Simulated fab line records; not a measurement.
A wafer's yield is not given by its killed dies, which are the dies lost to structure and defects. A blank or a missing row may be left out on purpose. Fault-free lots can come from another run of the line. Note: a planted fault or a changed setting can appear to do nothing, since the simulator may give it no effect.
A struck lot beside a sound one | flow nand-harc | 13 out of 1302 route steps
Sound: the wafers L860.1, L860.2, L860.5. Struck: wafers L863.3, L863.4, L863.6. The cause is given at the end.
Order at every step that has rows: each side's tool, ch and its chambers, its first start. Under that, the readings that differ: sound wafers | struck wafers | difference of the means | sigmas: that difference in standard deviations of wafers without a fault.
alike: readings whose means differ by less than 2 such deviations, and words and numbers that are the same on both sides. not compared: withheld readings, readings that some wafer has no value for, bounds like >300 that may hide the same value, and numbers for which the record gives no deviation and whose values overlap.
Wherever a step has rows on one side only, a row that says differs or no value, or a row with sigmas, the two part there. Numbers that don't overlap but have no deviation are shown without sigmas and don't part them. A reading that every wafer of one side lacks parts them only if that side has two wafers or more.

first, 10 steps without rows for these wafers: NHARC_A_STAIRCASE_SRD_241; NHARC_A_STAIRCASE_DEHYDRATE_242 (time 120 s); NHARC_A_STAIRCASE_HMDS_243 (time 30 s); NHARC_A_STAIRCASE_COAT_244; NHARC_A_STAIRCASE_SOFTBAKE_245 (time 170 s); NHARC_A_STAIRCASE_EBR_246; NHARC_A_STAIRCASE_EXPOSE_247 (exposes mask SDS 1); NHARC_A_STAIRCASE_PEB_248 (peb time 130 s); NHARC_A_STAIRCASE_DEVELOP_249 (time 140 s); NHARC_A_STAIRCASE_HARDBAKE_251 (time 140 s).
NHARC_A_STAIRCASE_DESCUM_252: chemistry O2, time 3 s.
  sound on rie-diel-02 ch 1,2,3, day 19 11:11; struck on rie-diel-06 ch 0,2,3, day 21 00:17
  alike: chamber-pressure-mTorr, drypump-motor-current-A, oes-product-au, rf-vpp-V, showerhead-plenum-p-Torr, throttle-valve-pct
  not compared: rf-hours-counter-h
NHARC_A_STAIRCASE_ETCH_253: etches the open film in C4F8/O2, target depth 50 nm, time 20.2 s.
  sound on rie-diel-02 ch 1,2, day 19 11:17; struck on rie-diel-06 ch 1,2,3, day 21 00:22
  reading               | sound             | struck            | difference | sigmas
  oes-product-au (a.u.) | 0.958 0.969 0.966 | 1.171 1.196 1.151 | +0.208     | +11
  rf-fwd-power-W (W)    | 594 591 587       | 827 824 825       | +235       | +73
  alike: chamber-pressure-mTorr, rf-vpp-V
  not compared: rf-hours-counter-h
NHARC_A_STAIRCASE_STRIP_254: strips in O2.
  sound on plasma-asher-01 ch 0,1, day 19 11:23; struck on plasma-asher-02 ch 0,1, day 21 00:33
  alike: drypump-motor-current-A, heater-power-w
  not compared: rf-hours-counter-h

## WHERE THEY PART
Only at NHARC_A_STAIRCASE_ETCH_253, within this record. Later steps at which nothing parts them and some readings are alike: NHARC_A_STAIRCASE_STRIP_254.

WHY: what had been put in by the simulator
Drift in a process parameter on rie-diel-06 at NHARC_A_STAIRCASE_ETCH_253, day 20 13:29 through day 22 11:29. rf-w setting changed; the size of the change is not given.
